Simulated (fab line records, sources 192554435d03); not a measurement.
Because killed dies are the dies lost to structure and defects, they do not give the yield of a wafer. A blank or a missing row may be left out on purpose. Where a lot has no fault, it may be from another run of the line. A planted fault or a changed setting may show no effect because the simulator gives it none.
Problem report in the 8D (eight disciplines) form, filled by code -- flow n5Finfet -- the parts of the form that need people (team, actions taken, sign-off) are left out

1. THE PROBLEM
Wafers without a fault read 60.2 nm, standard deviation 0.61; thkNm at N5_FIN_SAQP_THK_MEAS_07 reads a mean of 24.7 nm on 6 wafers belonging to 2 lots. Measured from the usual mean, that is -58 standard deviations.
First observed at day 3 03:19: wafer L337.2, on filmMetro-02. The record has a number at this step for 12 wafers belonging to 4 lots. Rule for "out", or "out of limits": more than 4 standard deviations from the usual mean. Any other wafer with a number is counted as sound.

2. WHAT THIS IS AND IS NOT
question,is,is not
which readings at this step,thkNm,-
which lots,"L337, L338","L350, L353"
which wafers of those lots,all that have a number,-
read on which gauges,filmMetro-02,filmMetro-01
when,from day 3 03:19,"up to then (0 sound wafers); but 6 sound wafers of L350, L353 came after"

3. SUSPECTS, AND WHAT RULES EACH OUT
Counting: a tool at any process step up to the reading remains a suspect when it ran all the lots that are out and ran no sound lot after the first of those.
- ruled out: the gauge at N5_FIN_SAQP_THK_MEAS_07. All the wafers that are out were read on filmMetro-02, but those of them that N5_FIN_SAQP_MANDREL_ETCH_22 has rows for are out there too, on other tools.
- pecvd-02 at N5_FIN_SAQP_PECVD_06 (deposits a-Si from SiH4/He, target thk 60 nm, time 48.1 s): ruled out as a lasting fault. Following L337 (day 3 03:14), the first lot on it that is out, the sound lots L353 were run on it.
Left after counting: nothing in the record.

4. THE CAUSE (what the simulator had put in)
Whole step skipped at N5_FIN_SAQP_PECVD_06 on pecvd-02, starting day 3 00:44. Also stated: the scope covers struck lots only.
Counting ruled it out, wrongly: the rule takes a fault to strike every lot that its tool runs from its start on, and this one did not.

5. THE EFFECT CHAIN, in route order
One row per reading whose mean, taken over the struck wafers that have a number, lies over 3 standard deviations from the usual. Only readings whose record carries a usual standard deviation are examined. hours: median over the lots of the time between each lot's start at the first step of this table that gives one and its start at this step. sigmas: the change, counted in usual standard deviations.
hours,step,reading,usual,on struck wafers,change,sigmas
0,N5_FIN_SAQP_THK_MEAS_07,thkNm,60.2 nm,24.7,-35.5,-58
1,N5_FIN_SAQP_MANDREL_ETCH_22,oesProductAu,0.776 a.u.,0.309,-0.467,-36
1,N5_FIN_SAQP_MANDREL_ETCH_22,throttleValvePct,35.33 %,36.32,+0.99,+4.1
249,N5_PASSIVATION_PROBE_49,defectLimitedYield,91.7 %,0.0,-91.7,-61
249,N5_PASSIVATION_PROBE_49,killedAtFrontEnd,38,1169,+1131,+99 or more
249,N5_PASSIVATION_PROBE_49,killedDies,97,1180,+1083,+64
249,N5_PASSIVATION_PROBE_49,killedOnRim,13,152,+139,+39
249,N5_PASSIVATION_PROBE_49,killedOpen,63,15,-48,-4.0
249,N5_PASSIVATION_PROBE_49,killedShort,32,4,-28,-3.1
249,N5_PASSIVATION_PROBE_49,sort_bin_5_function,4.8 %,73.5,+68.7,+75
249,N5_PASSIVATION_PROBE_49,sortNPass,1083,0,-1083,-64
249,N5_PASSIVATION_PROBE_49,sortYieldPct,91.7 %,0.0,-91.7,-61
Here are the process steps it includes:
- N5_FIN_SAQP_MANDREL_ETCH_22: etches a-Si in HBr/Cl2, stops on SiNx, target depth 60 nm, bt time 10 s, time 30 s.
- N5_PASSIVATION_PROBE_49
Readings that are blank on the struck wafers while sound wafers have them: chamberPressureTorr at N5_FIN_SAQP_PECVD_06; heaterPowerOuterW at N5_FIN_SAQP_PECVD_06; heaterPowerW at N5_FIN_SAQP_PECVD_06; rfFwdPowerW at N5_FIN_SAQP_PECVD_06; showerheadPlenumPTorr at N5_FIN_SAQP_PECVD_06; throttleValvePct at N5_FIN_SAQP_PECVD_06; cdNm at N5_FIN_SAQP_CD_MEAS_27.

6. WHAT WOULD HAVE CAUGHT IT SOONER
3 hours passed between the start of the fault at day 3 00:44 and the first reading out of limits at a measuring or inspecting step in this record, taken at day 3 03:19.
At N5_FIN_SAQP_PECVD_06 the tool's readings are blank on the struck wafers, where sound wafers have them: an empty tool record is the first sign, and it was there at once.
